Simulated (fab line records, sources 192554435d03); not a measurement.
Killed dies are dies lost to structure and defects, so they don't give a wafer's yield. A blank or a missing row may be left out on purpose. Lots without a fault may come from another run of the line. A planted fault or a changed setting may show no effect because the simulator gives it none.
Chamber matching | flow n5_finfet | N5_GATE_CUT_PECVD_57 on pecvd-02: 3 sister chambers
The step deposits SiNx from SiH4/NH3/N2, target thk 21 nm. 6 wafers are shown with their chamber, then 11 later ones without.

WAFERS WITH THEIR CHAMBER
wafer  | chamber | showerhead_plenum_p_Torr (Torr) | throttle_valve_pct (%)
L090.3 | 1       | 5.25                            | 38.5
L090.5 | 1       | 5.22                            | 38.1
L091.1 | 0       | 5.23                            | 40.6
L091.4 | 0       | 5.23                            | 40.7
L091.5 | 2       | 5.13                            | 38.9
L094.1 | 2       | 5.13                            | 38.8

WAFERS WITHOUT THEIR CHAMBER
wafer  | showerhead_plenum_p_Torr (Torr) | throttle_valve_pct (%)
L094.4 | 5.23                            | 40.5
L094.5 | 5.14                            | 39.1
L095.2 | 5.14                            | 39.0
L095.4 | 5.13                            | 39.3
L095.6 | 5.22                            | 40.7
L096.1 | 5.24                            | 38.4
L096.5 | 5.22                            | 38.3
L096.6 | 5.14                            | 39.0
L097.1 | 5.22                            | 38.3
L097.3 | 5.22                            | 40.7
L097.5 | 5.13                            | 39.1

WHICH CHAMBER EACH WENT THROUGH
wafer  | from the rows above | in truth
L094.4 | 0                   | 0
L094.5 | 2                   | 2
L095.2 | 2                   | 2
L095.4 | 2                   | 2
L095.6 | 0                   | 0
L096.1 | 1                   | 1
L096.5 | 1                   | 1
L096.6 | 2                   | 2
L097.1 | 1                   | 1
L097.3 | 0                   | 0
L097.5 | 2                   | 2
Placed correctly: 11 of 11. Can't be placed from these rows: 0. Placed wrongly: 0.
How it was worked out, from the rows above alone: a wafer's distance from a chamber is the root of the sum, over the readings, of the square of ((its reading less the chamber's mean) divided by the reading's scatter). The wafer belongs to the nearest chamber; if the next one is less than 2 further off, it can't be placed. A chamber's mean is the mean of its shown wafers. The scatter: the root of (the sum of the squares of (reading less its chamber's mean) over the shown wafers, divided by (wafers less chambers)).
